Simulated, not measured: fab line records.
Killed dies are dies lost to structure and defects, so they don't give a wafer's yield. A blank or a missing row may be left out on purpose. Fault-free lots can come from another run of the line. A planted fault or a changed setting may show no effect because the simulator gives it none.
Chamber matching :: flow n5-finfet :: 4 sister chambers for N5_BEOL_M0_SAQP_SPACER2_ALD_26 on ald-sin-02
The step deposits SiO2, target thk 15 nm, pulse time 1 s, purge time 2 s. 7 wafers are shown with their chamber, then 7 later ones without.

## EACH WAFER AND ITS CHAMBER
wafer: L084.1
chamber: 0
heater-power-w (W): 532
precursor-pulse-height-rel: 0.988

wafer: L084.3
chamber: 2
heater-power-w (W): 486
precursor-pulse-height-rel: 1.016

wafer: L087.1
chamber: 3
heater-power-w (W): 460
precursor-pulse-height-rel: 0.985

wafer: L087.3
chamber: 0
heater-power-w (W): 524
precursor-pulse-height-rel: 0.982

wafer: L087.5
chamber: 1
heater-power-w (W): 405
precursor-pulse-height-rel: 1.008

wafer: L088.2
chamber: 1
heater-power-w (W): 394
precursor-pulse-height-rel: 0.972

wafer: L088.3
chamber: 3
heater-power-w (W): 456
precursor-pulse-height-rel: 1.011

## WAFERS WHOSE CHAMBER IS MISSING
wafer: L088.4
heater-power-w (W): 402
precursor-pulse-height-rel: 0.975

wafer: L090.1
heater-power-w (W): 530
precursor-pulse-height-rel: 1.022

wafer: L090.3
heater-power-w (W): 463
precursor-pulse-height-rel: 0.934

wafer: L090.4
heater-power-w (W): 407
precursor-pulse-height-rel: 0.997

wafer: L096.3
heater-power-w (W): 470
precursor-pulse-height-rel: 1.010

wafer: L096.4
heater-power-w (W): 451
precursor-pulse-height-rel: 0.970

wafer: L096.5
heater-power-w (W): 447
precursor-pulse-height-rel: 1.031

## WHICH CHAMBER EACH WENT THROUGH
wafer: L088.4
from the rows above: 1
in truth: 1

wafer: L090.1
from the rows above: 0
in truth: 0

wafer: L090.3
from the rows above: 3
in truth: 3

wafer: L090.4
from the rows above: 1
in truth: 1

wafer: L096.3
from the rows above: can't be placed: 3 or 2
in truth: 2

wafer: L096.4
from the rows above: 3
in truth: 3

wafer: L096.5
from the rows above: 3
in truth: 3
Placed correctly: 6 of 7. These rows do not allow placing 1 (true chamber among the candidates in 1). Placed wrongly: 0.
How it was worked out, from the rows above alone: a wafer's distance from a chamber is the root of the sum, over the readings, of the square of ((its reading less the chamber's mean) divided by the reading's scatter). The wafer belongs to the nearest chamber; if the next one is less than 2 further off, it can't be placed. Each chamber's mean is taken over the wafers shown for it. The scatter: take each reading less its chamber's mean, square it, sum over the shown wafers, divide by the number of wafers less the number of chambers, and take the root.
